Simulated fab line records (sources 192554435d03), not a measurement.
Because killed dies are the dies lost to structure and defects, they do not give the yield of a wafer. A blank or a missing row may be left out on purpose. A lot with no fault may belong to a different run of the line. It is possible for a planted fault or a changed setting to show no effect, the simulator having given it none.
Chamber matching | flow n5_finfet | 3 sister chambers for N5_BEOL_M15_DEP_53 on pecvd-03
The step deposits SiCN from 3MS/NH3, target thk 50 nm, time 17.8 s. 22 wafers are shown with their chamber, then 11 later ones without.

== WAFERS WITH THEIR CHAMBER ==
wafer  | chamber | throttle_valve_pct (%) | showerhead_plenum_p_Torr (Torr)
L075.2 | 0       | 17.7                   | 4.20
L075.5 | 0       | 17.8                   | 4.20
L075.6 | 2       | 17.2                   | 4.16
L080.2 | 0       | 17.7                   | 4.19
L080.4 | 1       | 16.7                   | 4.18
L080.5 | 0       | 17.7                   | 4.20
L079.2 | 2       | 17.1                   | 4.17
L079.4 | 0       | 17.5                   | 4.19
L079.6 | 1       | 16.3                   | 4.18
L083.1 | 1       | 16.3                   | 4.17
L083.4 | 0       | 17.7                   | 4.20
L083.5 | 2       | 17.0                   | 4.17
L084.1 | 1       | 16.4                   | 4.17
L084.2 | 0       | 17.6                   | 4.19
L084.5 | 2       | 17.0                   | 4.16
L087.1 | 2       | 17.2                   | 4.16
L087.4 | 1       | 16.5                   | 4.18
L087.6 | 0       | 17.9                   | 4.19
L090.2 | 1       | 16.3                   | 4.17
L090.3 | 1       | 16.4                   | 4.17
L090.6 | 2       | 17.5                   | 4.17
L091.1 | 2       | 17.0                   | 4.16

SIGNATURES (means of the wafers above)
reading                  | chamber 0 | chamber 1 | chamber 2 | scatter within a chamber
throttle_valve_pct       | 17.700    | 16.414    | 17.143    | 0.15
showerhead_plenum_p_Torr | 4.1950    | 4.1743    | 4.1643    | 0.00535
Rule: a wafer's distance from a chamber is the root of the sum, over the readings, of the square of ((its reading less the chamber's mean) divided by the reading's scatter). The wafer belongs to the nearest chamber; if the next one is less than 2 further off, it can't be placed. The scatter: take each reading less its chamber's mean, square it, sum over the shown wafers, divide by the number of wafers less the number of chambers, and take the root.

== WAFERS WITH NO CHAMBER GIVEN ==
wafer  | throttle_valve_pct (%) | showerhead_plenum_p_Torr (Torr)
L091.3 | 16.4                   | 4.17
L091.6 | 17.0                   | 4.16
L093.2 | 16.4                   | 4.17
L093.3 | 17.6                   | 4.20
L093.5 | 17.6                   | 4.19
L095.1 | 17.2                   | 4.16
L095.3 | 16.4                   | 4.16
L095.6 | 17.4                   | 4.20
L096.2 | 16.3                   | 4.17
L096.3 | 17.1                   | 4.17
L096.5 | 16.3                   | 4.18

== WHICH CHAMBER EACH WENT THROUGH ==
wafer  | from the rows above | in truth
L091.3 | 1                   | 1
L091.6 | 2                   | 2
L093.2 | 1                   | 1
L093.3 | 0                   | 0
L093.5 | 0                   | 0
L095.1 | 2                   | 2
L095.3 | 1                   | 1
L095.6 | 0                   | 0
L096.2 | 1                   | 1
L096.3 | 2                   | 2
L096.5 | 1                   | 1
11 of 11 placed correctly. Number that these rows cannot place: 0. Placed wrongly: 0.
